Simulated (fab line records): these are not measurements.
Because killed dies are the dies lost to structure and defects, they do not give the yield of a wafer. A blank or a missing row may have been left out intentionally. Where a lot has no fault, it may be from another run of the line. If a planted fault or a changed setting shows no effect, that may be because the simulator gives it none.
Chamber matching -- flow nandHarc -- rieDiel-01 running NHARC_A_STAIRCASE_DESCUM_443: 4 sister chambers
The step chemistry O2, time 3 s. 4 wafers are shown with their chamber, then 12 later ones without.

WAFERS WITH THEIR CHAMBER
wafer,chamber,showerheadPlenumPTorr (Torr)
L088.1,0,1.90
L090.2,3,1.80
L090.3,1,1.92
L090.6,2,1.88

WAFERS WITH NO CHAMBER GIVEN
wafer,showerheadPlenumPTorr (Torr)
L090.1,1.89
L090.4,1.88
L090.5,1.92
L093.1,1.89
L093.2,1.88
L093.4,1.79
L093.3,1.91
L093.5,1.92
L093.6,1.89
L095.2,1.79
L095.3,1.88
L095.6,1.88

THE CHAMBER EACH PASSED THROUGH
wafer,from the rows above,in truth
L090.1,can't be placed: 0 or 2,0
L090.4,2,2
L090.5,1,1
L093.1,can't be placed: 0 or 2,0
L093.2,2,2
L093.4,3,3
L093.3,can't be placed: 0 or 1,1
L093.5,1,1
L093.6,can't be placed: 0 or 2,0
L095.2,3,3
L095.3,2,2
L095.6,2,2
Correctly placed: 8 of 12. Cannot be placed on the basis of these rows: 4; the candidates contain the true chamber in 4. 0 placed wrongly.
How it was worked out, from the rows above alone: a wafer's distance from a chamber is the root of the sum, over the readings, of the square of ((its reading less the chamber's mean) divided by the reading's scatter). If the next closest chamber is less than 2 further off than the closest, the wafer can't be placed; otherwise it belongs to the closest. Each chamber's mean is taken over the wafers shown for it. The scatter (one wafer shown for each chamber): square how far every hidden wafer sits from the nearest shown wafer, average those squares and take the square root.
